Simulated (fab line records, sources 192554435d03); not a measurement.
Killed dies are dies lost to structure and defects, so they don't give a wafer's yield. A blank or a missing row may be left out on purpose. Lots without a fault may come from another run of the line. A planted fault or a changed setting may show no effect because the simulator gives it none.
Split-lot experiment | flow n5_finfet | 7 lots, 39 wafers read, on a route of 1938 steps

THE SPLIT
At N5_BEOL_M9_CVD_78 (deposits Co from CCTBA/H2, target thk 2 nm, time 138.9 s), the setting target_thk_a was moved away from the recipe's 20 angstrom on 15 of the 39 wafers read, by -27.5% to +35.2%. The other wafers ran this setting at the recipe's value.

The reading is taken at the split's own step.

THE READING
Co_of_BEOL_M9_CVD_78.thk_nm (the simulator's own value, which no gauge read), in nm, at N5_BEOL_M9_CVD_78 (deposits Co from CCTBA/H2, target thk 2 nm, time 138.9 s). The file gives no usual value for it. The 24 wafers here that ran the recipe average 2.0 nm, standard deviation 0.13 nm.

wafer  | tool, chamber at the split | target_thk_a as run, angstrom | against the recipe | Co_of_BEOL_M9_CVD_78.thk_nm, nm | against lot-mates on the recipe
L078.1 | cvd_co-02, 2,2,0           | 23.64                         | +18.2%             | 2.4                             | +0.4
L078.4 | cvd_co-02, 2,2,0           | 23.64                         | +18.2%             | 2.4                             | +0.4
L078.6 | cvd_co-02, 2,2,0           | 23.64                         | +18.2%             | 2.4                             | +0.4
L078.2 | cvd_co-02, 1,0,1           | 20                            | recipe             | 2                               | -
L078.3 | cvd_co-02, 1,0,1           | 20                            | recipe             | 2                               | -
L078.5 | cvd_co-02, 1,0,1           | 20                            | recipe             | 2                               | -
L079.4 | cvd_co-02, 2,0,1           | 20                            | recipe             | 2                               | -
L079.5 | cvd_co-02, 2,0,1           | 20                            | recipe             | 2                               | -
L079.6 | cvd_co-02, 2,0,1           | 20                            | recipe             | 2                               | -
L081.1 | cvd_co-01, 2               | 14.5                          | -27.5%             | 1.8                             | -0.3
L081.2 | cvd_co-01, 1               | 14.5                          | -27.5%             | 1.4                             | -0.7
L081.3 | cvd_co-01, 0               | 14.5                          | -27.5%             | 1.6                             | -0.5
L081.4 | cvd_co-01, 2               | 20                            | recipe             | 2.4                             | -
L081.5 | cvd_co-01, 1,0             | 20                            | recipe             | 2                               | -
L081.6 | cvd_co-01, 1,0             | 20                            | recipe             | 2                               | -
L084.1 | cvd_co-01, 0,1,1           | 20                            | recipe             | 2                               | -
L084.3 | cvd_co-01, 0,1,1           | 20                            | recipe             | 2                               | -
L084.5 | cvd_co-01, 0,1,1           | 20                            | recipe             | 2                               | -
L084.2 | cvd_co-01, 2,0,2           | 20                            | recipe             | 2.2                             | -
L084.4 | cvd_co-01, 2,0,2           | 20                            | recipe             | 2.2                             | -
L084.6 | cvd_co-01, 2,0,2           | 20                            | recipe             | 2.2                             | -
L085.1 | cvd_co-02, 2,0             | 27.05                         | +35.2%             | 2.6                             | +0.7
L085.4 | cvd_co-02, 2,0             | 27.05                         | +35.2%             | 2.6                             | +0.7
L085.2 | cvd_co-02, 0,2             | 20                            | recipe             | 2                               | -
L085.5 | cvd_co-02, 0,2             | 20                            | recipe             | 2                               | -
L085.3 | cvd_co-02, 1               | 20                            | recipe             | 1.8                             | -
L085.6 | cvd_co-02, 1               | 27.05                         | +35.2%             | 2.4                             | +0.5
L095.1 | cvd_co-02, 2               | 23.98                         | +19.9%             | 2.4                             | +0.3
L095.4 | cvd_co-02, 2               | 23.98                         | +19.9%             | 2.4                             | +0.3
L095.2 | cvd_co-02, 0               | 23.98                         | +19.9%             | 2.6                             | +0.5
L095.3 | cvd_co-02, 0               | 20                            | recipe             | 2.2                             | -
L095.5 | cvd_co-02, 0,2             | 20                            | recipe             | 2                               | -
L095.6 | cvd_co-02, 0,2             | 20                            | recipe             | 2                               | -
L097.1 | cvd_co-02, 0,2             | 26.27                         | +31.3%             | 2.6                             | +0.7
L097.4 | cvd_co-02, 0,2             | 26.27                         | +31.3%             | 2.6                             | +0.7
L097.2 | cvd_co-02, 2               | 26.27                         | +31.3%             | 2.8                             | +0.9
L097.3 | cvd_co-02, 1               | 20                            | recipe             | 1.8                             | -
L097.5 | cvd_co-02, 1               | 20                            | recipe             | 1.8                             | -
L097.6 | cvd_co-02, 0               | 20                            | recipe             | 2                               | -
Where a row lists several chambers, the file gives one row for several wafers and doesn't say which wafer went through which chamber.

THE FIT
A straight line over all 39 wafers: Co_of_BEOL_M9_CVD_78.thk_nm changes by +0.0173 nm for each +1% of target_thk_a; r = +0.90; the points scatter about the line by 0.14 nm.
The same after taking each lot's own level away (the mean of its wafers on the recipe; 39 wafers): +0.0204 nm for each +1%; r = +0.94; scatter 0.12 nm.
On that fit, the largest move of target_thk_a shifts the reading by 0.72 nm.
The lots' own levels span 1.87 to 2.13 nm, that is 2.0 times the standard deviation above.
So the lot-to-lot level changes the slope: the two fits differ.
Check: with one of the wafers moved furthest among these (+35.2%) left out of the fit, the line predicts +0.733 nm for it against its lot-mates. It came out at +0.667 nm against them.

OTHER SPLITS ON THESE WAFERS
These wafers also went through other splits before the reading. Each is held against what the fit with the lots' levels taken away leaves over:
other split on the same wafers         | wafers away from the commonest value | r with Co_of_BEOL_M9_CVD_78.thk_nm (lot level and that fit taken away)
N5_SD_EPI_P_DESCUM_14 time_s           | 15                                   | +0.10
N5_MOL_CONTACT_COAG_ALD_131 ald_cycles | 15                                   | +0.01
N5_BEOL_M0_ALD_136 ald_cycles          | 15                                   | -0.18
N5_BEOL_M2_ALD_98 ald_cycles           | 9                                    | -0.12
N5_BEOL_M2_TRENCH_ETCH_37 time_s       | 12                                   | -0.19

THE FILE'S OWN FIT
Co_of_BEOL_M9_CVD_78.thk_nm changes by +0.0205 nm for each +1% of target_thk_a, r = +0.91.
